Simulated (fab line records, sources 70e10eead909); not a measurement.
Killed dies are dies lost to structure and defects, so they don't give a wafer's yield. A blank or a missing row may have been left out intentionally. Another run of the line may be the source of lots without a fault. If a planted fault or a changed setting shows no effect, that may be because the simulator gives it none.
fab line records | flow nandHarc
record: lots: 13 | wafers: 39 | lastDay: 33
route steps=1302 shown P_ZERO_WELL@26 P_STI@100 P_GATE@141
lots that met no fault: taken from a fault-free run of the same line
startH: the number of hours between the record's first day and the start of the first shown wafer of the lot | waitH: time in hours since the lot's previous step | " as in the row above | L1.1+2: one row covering several wafers at once | - value missing, or start not given | * or withheld: withheld | < > ~ a bound
route shown NAME@n: a module of which the file shows steps, and the number in the route of the first | usual: average and standard deviation across the fault-free wafers | same: alike in all rows | chamber/n: place in a boat | sites: each site's reading | _std_site: their standard deviation | _edge_site: the outer-site mean with the inner-site mean subtracted | radiusMm: how far each site lies from the wafer's centre | mask NAME#n: copy n | behind: tool/chamber where the wafer was last shaped | hold: why the lot went on hold/how many hours it stayed there/how the hold came to an end | device: the n, p or np transistor that did not switch | end of line: tests run on the same wafers once the route is complete | step lacking rows: just its recipe | killed: dies lost to structure and defects at the first sort, not the wafer's yield | map: dies across one wafer; x = killed, . = not, _ = none there
set.NAME: the setting as run; set.NAME@STEP: as run at that earlier step | model.NAME: the simulator's own value behind a step, which no gauge read
a sample of lots followed through the steps of the route, with each step as a table and each wafer as a row
services: a tool's chamber out of use, with start hour (startH, from the record's first day; less than 0 if before it), hours out, and reason
== steps ==
step: NHARC_P_ZERO_WELL_EXPOSE_21
recipe: na: 0.6 | targetCdNm: 720 | doseMj: 22.31 | maskId: P_NWELL
usual: exposureDoseMJCm2: 22.308/0.022
lot.wafer | tool          | chamber | startH | waitH | mask         | exposureDoseMJCm2
L842.3    | krfScanner-02 | 0       | 22.32  | -     | P_NWELL#0    | 22.300
L842.5    | "             | 0       | "      | "     | P_NWELL#0    | 22.321
L842.6    | "             | 0       | "      | "     | P_NWELL#0    | 22.313
L843.1    | krfScanner-01 | 0       | 32.30  | -     | P_NWELL#0    | 22.312
L843.2    | "             | 0       | "      | "     | P_NWELL#0    | 22.295
L843.5    | "             | 0       | "      | "     | P_NWELL#0    | 22.324
L844.1    | krfScanner-02 | 0       | 42.32  | -     | P_NWELL#0    | 22.307
L844.3    | "             | 0       | "      | "     | P_NWELL#0    | 22.332
L844.6    | "             | 0       | "      | "     | P_NWELL#0    | 22.307
L845.1    | krfScanner-02 | 0       | 52.19  | -     | P_NWELL#0    | 22.339
L845.5    | "             | 0       | "      | "     | P_NWELL#0    | 22.345
L845.6    | "             | 0       | "      | "     | P_NWELL#0    | 22.307
L846.2    | krfScanner-01 | 0       | 62.32  | -     | P_NWELL#0    | 22.272
L846.4    | "             | 0       | "      | "     | P_NWELL#0    | 22.303
L846.5    | "             | 0       | "      | "     | P_NWELL#0    | 22.315
L847.2    | krfScanner-01 | 0       | 72.42  | -     | P_NWELL#0    | 22.321
L847.3    | "             | 0       | "      | "     | P_NWELL#0    | 22.284
L847.5    | "             | 0       | "      | "     | P_NWELL#0    | 22.364
L848.4    | krfScanner-01 | 0       | 82.32  | -     | P_NWELL#0    | 22.274
L848.5    | "             | 0       | "      | "     | P_NWELL#0    | 22.322
L848.6    | "             | 0       | "      | "     | P_NWELL#0    | 22.337
L849.1    | krfScanner-02 | 0       | 92.52  | -     | P_NWELL#0    | 22.359
L849.2    | "             | 0       | "      | "     | P_NWELL#0    | 22.311
L849.3    | "             | 0       | "      | "     | P_NWELL#0    | 22.340
L853.1    | krfScanner-03 | 0       | 132.42 | -     | P_NWELL_R1#0 | 22.328
L853.4    | "             | 0       | "      | "     | P_NWELL_R1#0 | 22.339
L853.6    | "             | 0       | "      | "     | P_NWELL_R1#0 | 22.330
L855.1    | krfScanner-02 | 0       | 152.24 | -     | P_NWELL#0    | 22.309
L855.3    | "             | 0       | "      | "     | P_NWELL#0    | 22.290
L855.4    | "             | 0       | "      | "     | P_NWELL#0    | 22.282
L863.2    | krfScanner-03 | 0       | 232.44 | -     | P_NWELL#0    | 22.291
L863.4    | "             | 0       | "      | "     | P_NWELL#0    | 22.300
L863.5    | "             | 0       | "      | "     | P_NWELL#0    | 22.324
L864.1    | krfScanner-01 | 0       | 242.48 | -     | P_NWELL#0    | 22.279
L864.4    | "             | 0       | "      | "     | P_NWELL#0    | 22.311
L864.5    | "             | 0       | "      | "     | P_NWELL#0    | 22.290
L865.2    | krfScanner-01 | 0       | 252.31 | -     | P_NWELL#0    | 22.289
L865.3    | "             | 0       | "      | "     | P_NWELL#0    | 22.302
L865.6    | "             | 0       | "      | "     | P_NWELL#0    | 22.280
step: NHARC_P_STI_CMP_21
recipe: tOverpolishS: 20 | targetThkNm: 380.67
usual: motorCurrentA: 12.5/0.91 | overpolishRunS: 20.000/0.0095
lot.wafer | tool   | chamber | startH | waitH | motorCurrentA | overpolishRunS
L842.3    | cmp-02 | 0       | 63.13  | 0.4   | 11.7          | 20.004
L842.6    | "      | 2       | "      | "     | 11.7          | 19.999
L842.5    | "      | 3       | "      | "     | 12.2          | 19.999
L843.1    | cmp-02 | 0       | 72.64  | 0.4   | 11.4          | 20.007
L843.2    | "      | 1       | "      | "     | 14.4          | 20.003
L843.5    | "      | 1       | "      | "     | 13.4          | 20.004
L844.3    | cmp-02 | 3       | 84.15  | 0.4   | 12.4          | 19.985
L844.1    | "      | 0       | "      | "     | 11.1          | 20.005
L844.6    | "      | 3       | "      | "     | 11.7          | 19.991
L845.1    | cmp-02 | 3       | 94.08  | 0.4   | 12.7          | 20.000
L845.5    | "      | 2       | "      | "     | 11.9          | 19.984
L845.6    | "      | 3       | "      | "     | 13.3          | 19.990
L846.2    | cmp-02 | 0       | 100.91 | 0.4   | 12.6          | 19.982
L846.4    | "      | 3       | "      | "     | 12.2          | 19.993
L846.5    | "      | 1       | "      | "     | 13.3          | 20.015
L847.2    | cmp-01 | 1       | 112.40 | 0.4   | 12.5          | 20.016
L847.3    | "      | 2       | "      | "     | 14.3          | 20.000
L847.5    | "      | 1       | "      | "     | 12.7          | 19.991
L848.4    | cmp-04 | 2       | 125.46 | 0.4   | 11.6          | 20.019
L848.5    | "      | 0       | "      | "     | 11.6          | 19.990
L848.6    | "      | 1       | "      | "     | 12.3          | 19.996
L849.1    | cmp-02 | 2       | 140.86 | 0.4   | 12.2          | 20.009
L849.2    | "      | 3       | "      | "     | 12.5          | 20.011
L849.3    | "      | 0       | "      | "     | 11.7          | 19.997
L853.1    | cmp-01 | 3       | 174.26 | 0.4   | 11.6          | 19.994
L853.4    | "      | 0       | "      | "     | 12.4          | 19.990
L853.6    | "      | 1       | "      | "     | 12.2          | 20.007
L855.4    | cmp-01 | 2       | 206.61 | 0.4   | 14.4          | 20.012
L855.1    | "      | 3       | "      | "     | 12.5          | 20.004
L855.3    | "      | 0       | "      | "     | 12.7          | 19.998
L863.4    | cmp-02 | 3       | 275.61 | 0.4   | 11.8          | 20.010
L863.2    | "      | 0       | "      | "     | 11.1          | 20.008
L863.5    | "      | 2       | "      | "     | 12.0          | 20.006
L864.1    | cmp-01 | 3       | 283.19 | 0.4   | 11.9          | 19.998
L864.4    | "      | 0       | "      | "     | 12.4          | 20.001
L864.5    | "      | 2       | "      | "     | 14.5          | 20.000
L865.2    | cmp-02 | 1       | 293.03 | 0.4   | 13.2          | 19.996
L865.3    | "      | 2       | "      | "     | 12.0          | 20.012
L865.6    | "      | 1       | "      | "     | 13.7          | 19.983
step: NHARC_P_STI_INSPECT_25
usual: rawDefectCount: 238/84
lot.wafer | tool             | chamber | startH | waitH | rawDefectCount
L842.3    | defectInspect-01 | -       | 71.11  | 0.4   | 233
L842.5    | "                | -       | "      | "     | 292
L842.6    | "                | -       | "      | "     | 258
L843.1    | defectInspect-01 | -       | 82.14  | 0.4   | 296
L843.2    | "                | -       | "      | "     | 246
L843.5    | "                | -       | "      | "     | 357
L844.1    | defectInspect-02 | -       | 92.60  | 0.4   | 334
L844.3    | "                | -       | "      | "     | 517
L844.6    | "                | -       | "      | "     | 370
L845.1    | defectInspect-02 | -       | 103.85 | 0.4   | 316
L845.5    | "                | -       | "      | "     | 471
L845.6    | "                | -       | "      | "     | 305
L846.2    | defectInspect-01 | -       | 108.71 | 0.4   | 163
L846.4    | "                | -       | "      | "     | 251
L846.5    | "                | -       | "      | "     | 346
L847.2    | defectInspect-02 | -       | 121.49 | 0.4   | 191
L847.3    | "                | -       | "      | "     | 283
L847.5    | "                | -       | "      | "     | 266
L848.4    | defectInspect-02 | -       | 133.36 | 0.4   | 202
L848.5    | "                | -       | "      | "     | 274
L848.6    | "                | -       | "      | "     | 169
L849.1    | defectInspect-01 | -       | 151.21 | 0.4   | 173
L849.2    | "                | -       | "      | "     | 192
L849.3    | "                | -       | "      | "     | 160
L853.1    | defectInspect-01 | -       | 182.10 | 0.4   | 137
L853.4    | "                | -       | "      | "     | 161
L853.6    | "                | -       | "      | "     | 205
L855.1    | defectInspect-01 | -       | 214.61 | 0.4   | 168
L855.3    | "                | -       | "      | "     | 105
L855.4    | "                | -       | "      | "     | 196
L863.2    | defectInspect-01 | -       | 286.89 | 0.4   | 202
L863.4    | "                | -       | "      | "     | 319
L863.5    | "                | -       | "      | "     | 311
L864.1    | defectInspect-02 | -       | 291.53 | 0.4   | 255
L864.4    | "                | -       | "      | "     | 244
L864.5    | "                | -       | "      | "     | 357
L865.2    | defectInspect-01 | -       | 300.89 | 0.4   | 137
L865.3    | "                | -       | "      | "     | 254
L865.6    | "                | -       | "      | "     | 117
step: NHARC_P_GATE_CD_MEAS_26
recipe: targetCdNm: 120 | landingEnergyEv: 500
usual: cdNm: 120.4/0.91
lot.wafer | tool     | chamber | startH | waitH | cdNm
L842.3    | cdSem-01 | 0       | 96.05  | -     | 119.9
L842.5    | "        | 0       | "      | "     | 121.9
L842.6    | "        | 0       | "      | "     | 120.6
L843.1    | cdSem-01 | 0       | 108.63 | -     | 120.3
L843.2    | "        | 0       | "      | "     | 118.8
L843.5    | "        | 0       | "      | "     | 120.5
L844.1    | cdSem-03 | 0       | 121.28 | -     | 119.7
L844.3    | "        | 0       | "      | "     | 120.7
L844.6    | "        | 0       | "      | "     | 120.4
L845.1    | cdSem-02 | 0       | 131.43 | -     | 120.0
L845.5    | "        | 0       | "      | "     | 121.7
L845.6    | "        | 0       | "      | "     | 120.5
L846.2    | cdSem-03 | 0       | 134.72 | -     | 119.9
L846.4    | "        | 0       | "      | "     | 118.9
L846.5    | "        | 0       | "      | "     | 119.1
L847.2    | cdSem-03 | 0       | 144.04 | -     | 122.1
L847.3    | "        | 0       | "      | "     | 120.6
L847.5    | "        | 0       | "      | "     | 121.6
L848.4    | cdSem-02 | 0       | 159.88 | -     | 120.9
L848.5    | "        | 0       | "      | "     | 120.5
L848.6    | "        | 0       | "      | "     | 120.7
L849.1    | cdSem-02 | 0       | 176.12 | -     | 119.9
L849.2    | "        | 0       | "      | "     | 120.9
L849.3    | "        | 0       | "      | "     | 121.0
L853.1    | cdSem-03 | 0       | 204.61 | -     | 122.0
L853.4    | "        | 0       | "      | "     | 120.6
L853.6    | "        | 0       | "      | "     | 120.3
L855.1    | cdSem-03 | 0       | 238.49 | -     | 120.7
L855.3    | "        | 0       | "      | "     | 122.1
L855.4    | "        | 0       | "      | "     | 120.4
L863.2    | cdSem-03 | 0       | 311.97 | -     | 120.8
L863.4    | "        | 0       | "      | "     | 120.8
L863.5    | "        | 0       | "      | "     | 121.3
L864.1    | cdSem-01 | 0       | 317.93 | -     | 119.8
L864.4    | "        | 0       | "      | "     | 119.4
L864.5    | "        | 0       | "      | "     | 119.5
L865.2    | cdSem-02 | 0       | 327.18 | -     | 120.4
L865.3    | "        | 0       | "      | "     | 120.7
L865.6    | "        | 0       | "      | "     | 122.0
== services ==
tool          | chamber | startH | hours | kind
cmp-02        | -       | 19.01  | 1.5   | repair
krfScanner-03 | -       | 19.45  | 108.3 | repair
cmp-01        | -       | 24.98  | 3.2   | repair
cmp-02        | -       | 38.20  | 4.0   | pm
cmp-01        | -       | 87.59  | 4.0   | pm
krfScanner-02 | -       | 94.00  | 4.0   | pm
krfScanner-01 | -       | 96.85  | 4.5   | repair
cmp-01        | -       | 99.89  | 1.2   | repair
cmp-01        | -       | 122.60 | 25.9  | repair
cmp-02        | -       | 136.20 | 4.0   | pm
krfScanner-01 | -       | 140.00 | 4.0   | pm
krfScanner-01 | -       | 148.00 | 2.0   | repair
cmp-01        | -       | 185.59 | 4.0   | pm
krfScanner-03 | -       | 197.83 | 2.9   | repair
krfScanner-02 | -       | 213.15 | 18.1  | repair
krfScanner-01 | -       | 219.53 | 0.8   | repair
krfScanner-01 | -       | 224.74 | 6.4   | repair
cmp-02        | -       | 234.20 | 4.0   | pm
krfScanner-01 | -       | 263.66 | 5.2   | repair
cmp-01        | -       | 263.99 | 4.4   | repair
krfScanner-02 | -       | 266.00 | 4.0   | pm
cmp-02        | -       | 276.75 | 0.6   | repair
cmp-01        | -       | 283.59 | 4.0   | pm
krfScanner-02 | -       | 291.52 | 8.8   | repair
== key ==
firstSign: step: NHARC_P_ZERO_WELL_EXPOSE_21 | reading: mask | direction: changed
effect none on later readings
metAt NHARC_P_ZERO_WELL_EXPOSE_21
struckLots L853
testerLeftOut L853
notActingAt NHARC_P_STI_CMP_21,NHARC_P_STI_INSPECT_25,NHARC_P_GATE_CD_MEAS_26
fault: kind: wrongMask | tool: any | chamber: - | onsetH: 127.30 | steps: NHARC_P_ZERO_WELL_EXPOSE_21 | auxCopy: P_NWELL_R1#0 | cdOffsetNm: -8.105 | scope: struckLotsOnly
testerLeftOut: of these lots the tester's yield and bins aren't shown, on N5 and GAA mostly nor the transistor test; their killed dies are dies lost to structure and defects alone, not to doping, threshold or leakage, so they don't give the yield
